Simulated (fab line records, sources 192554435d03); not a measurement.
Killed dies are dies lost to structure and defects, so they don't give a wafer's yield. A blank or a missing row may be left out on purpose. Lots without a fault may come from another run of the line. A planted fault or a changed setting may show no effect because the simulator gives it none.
Chamber matching | flow n5_finfet | N5_BEOL_M1_ETCH_64 on rie_diel-05: 4 sister chambers
The step etches SOC in N2/H2, target depth 75 nm, overetch 15 nm, time 112.5 s. 8 wafers are shown with their chamber, then 12 later ones without.

WAFERS WITH THEIR CHAMBER
wafer  | chamber | showerhead_plenum_p_Torr (Torr) | drypump_motor_current_A (A)
L083.2 | 0       | 2.69                            | 5.8
L083.6 | 1       | 2.69                            | 5.7
L086.1 | 0       | 2.69                            | 5.8
L086.2 | 3       | 2.46                            | 6.1
L086.3 | 1       | 2.68                            | 5.6
L086.4 | 2       | 2.69                            | 5.0
L086.5 | 3       | 2.46                            | 6.1
L086.6 | 2       | 2.69                            | 5.1

WAFERS WITHOUT THEIR CHAMBER
wafer  | showerhead_plenum_p_Torr (Torr) | drypump_motor_current_A (A)
L092.3 | 2.68                            | 5.6
L092.5 | 2.69                            | 5.8
L092.6 | 2.68                            | 5.6
L093.2 | 2.46                            | 6.1
L093.3 | 2.69                            | 5.8
L093.4 | 2.68                            | 5.6
L095.2 | 2.46                            | 6.2
L095.5 | 2.46                            | 6.2
L095.6 | 2.69                            | 5.0
L096.1 | 2.68                            | 5.6
L096.2 | 2.68                            | 5.8
L096.5 | 2.68                            | 5.6

WHICH CHAMBER EACH WENT THROUGH
wafer  | from the rows above     | in truth
L092.3 | 1                       | 1
L092.5 | 0                       | 0
L092.6 | 1                       | 1
L093.2 | 3                       | 3
L093.3 | 0                       | 0
L093.4 | 1                       | 1
L095.2 | 3                       | 3
L095.5 | 3                       | 3
L095.6 | 2                       | 2
L096.1 | 1                       | 1
L096.2 | can't be placed: 0 or 1 | 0
L096.5 | 1                       | 1
Placed correctly: 11 of 12. Can't be placed from these rows: 1 (the true chamber is among the candidates in 1). Placed wrongly: 0.
How it was worked out, from the rows above alone: a wafer's distance from a chamber is the root of the sum, over the readings, of the square of ((its reading less the chamber's mean) divided by the reading's scatter). The wafer belongs to the nearest chamber; if the next one is less than 2 further off, it can't be placed. A chamber's mean is the mean of its shown wafers. The scatter: the root of (the sum of the squares of (reading less its chamber's mean) over the shown wafers, divided by (wafers less chambers)).
